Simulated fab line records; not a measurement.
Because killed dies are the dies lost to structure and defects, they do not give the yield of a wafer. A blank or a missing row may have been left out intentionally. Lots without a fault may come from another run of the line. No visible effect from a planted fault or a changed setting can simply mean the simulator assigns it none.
Chamber matching	flow n5_finfet	4 sister chambers for N5_BEOL_M5_STRIP_19 on rie_diel-01
The step strips in O2. 4 wafers are shown with their chamber, then 8 later ones without.

## WAFERS PAIRED WITH THEIR CHAMBERS
wafer	chamber	drypump_motor_current_A (A)
L085.3	0	5.4
L087.2	1	6.5
L087.6	3	5.9
L091.1	2	5.6

## WAFERS WITHOUT THEIR CHAMBER
wafer	drypump_motor_current_A (A)
L091.3	5.9
L091.6	5.9
L093.1	6.4
L093.2	5.4
L093.5	5.9
L092.2	5.4
L092.4	6.5
L092.6	6.5

## CHAMBER TAKEN BY EACH
wafer	from the rows above	in truth
L091.3	3	3
L091.6	3	3
L093.1	1	1
L093.2	0	0
L093.5	3	3
L092.2	0	0
L092.4	1	1
L092.6	1	1
8 of 8 placed correctly. Can't be placed from these rows: 0. Placed wrongly: 0.
How it was worked out, from the rows above alone: a wafer's distance from a chamber is the root of the sum, over the readings, of the square of ((its reading less the chamber's mean) divided by the reading's scatter). If the next closest chamber is less than 2 further off than the closest, the wafer can't be placed; otherwise it belongs to the closest. A chamber's mean is the mean of its shown wafers. The scatter: root of mean squared gap, hidden wafer to nearest shown wafer, with one shown wafer a chamber.
